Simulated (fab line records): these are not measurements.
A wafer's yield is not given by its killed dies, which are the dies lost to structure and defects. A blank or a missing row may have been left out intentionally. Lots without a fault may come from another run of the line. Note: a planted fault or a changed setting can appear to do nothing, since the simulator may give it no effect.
8D (eight disciplines) problem report, filled in by code -- flow nand_harc -- the parts of the form that need people (team, actions taken, sign-off) are left out

## 1. WHAT IS WRONG
thk_nm at NHARC_A_ONON_D1_THK_MEAS_11 reads a mean of 1708 nm on 4 wafers of 3 lots; wafers without a fault read 1000 nm with a standard deviation of 12. That puts it +59 standard deviations away from the usual mean.
The step: measures by ellipsometry.
Seen first at day 13 21:38 on film_metro-02, wafer L522.5. The record has a number at this step for 37 wafers belonging to 13 lots. By rule, "out" or "out of limits" means more than 4 standard deviations away from the usual mean. The rest of the wafers with a number are treated as sound.

## 2. WHAT THIS IS AND IS NOT
question,is,is not
which readings at this step,thk_nm,-
which lots,"L522, L523, L524","L507, L509, L510, L511, L512, L513, L526, L527, L529, L530"
which wafers of those lots,"L522.5, L523.4, L523.5, L524.5","L522.2, L523.1, L524.3"
read on which gauges,"film_metro-01, film_metro-02",-
when,from day 13 21:38,"up to then (19 sound wafers); but 14 sound wafers of L523, L524, L526, L527, L529, L530 came after"

## 3. SUSPECTS, AND WHAT RULES EACH OUT
Counting: if a tool at a process step up to the reading ran every lot that is out, it stays a suspect. Sound lots after the first of them don't rule it out here, since some wafers of a struck lot are sound.
- ruled out: the gauge at NHARC_A_ONON_D1_THK_MEAS_11. The wafers that are out were read on 2 gauges (film_metro-01, film_metro-02).
- pecvd_onon-03 at NHARC_A_ONON_D1_DEP_09 (target thk 1000 nm): kept. Ran every lot that is out, first one L522 (day 13 21:11); last sound lot up to then L511 (day 9 12:52).
Left after counting: pecvd_onon-03 at NHARC_A_ONON_D1_DEP_09.

## 4. THE CAUSE (what the simulator had put in)
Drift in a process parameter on pecvd_onon-03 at NHARC_A_ONON_D1_DEP_09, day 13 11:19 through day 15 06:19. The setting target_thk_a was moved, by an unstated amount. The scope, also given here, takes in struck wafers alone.
Only this tool survived the counting.

## 5. THE CHAIN OF EFFECTS, in route order
One row per reading whose mean, taken over the struck wafers that have a number, lies over 3 standard deviations from the usual. Only readings for which the record gives a usual standard deviation are gone through. hours: the time from each lot's start at the first step in this table that gives one to its start at this step, as a median over the lots. sigmas: the change in usual standard deviations.
hours,step,reading,usual,on struck wafers,change,sigmas
0,NHARC_A_ONON_D1_THK_MEAS_11,thk_nm,1000 nm,1708,+708,+59
407,NHARC_END_SORT_01,killed_at_array,53,672,+618,+34
407,NHARC_END_SORT_01,killed_dies,58,677,+619,+34

## 6. HOW IT WOULD HAVE BEEN CAUGHT EARLIER
Counted from the fault's start at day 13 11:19, it took 10 hours until the first out-of-limits reading at a measuring or inspecting step in this record, taken at day 13 21:38.
No tool reading at NHARC_A_ONON_D1_DEP_09 that has a usual standard deviation in the record was out on any struck wafer, so an alarm limit of 4 standard deviations on those readings would not have fired.
Lots out: 3; of these, L523, L524 started NHARC_A_ONON_D1_DEP_09 on pecvd_onon-03 after day 13 21:38. A hold on the tool at that time would have spared those 2.
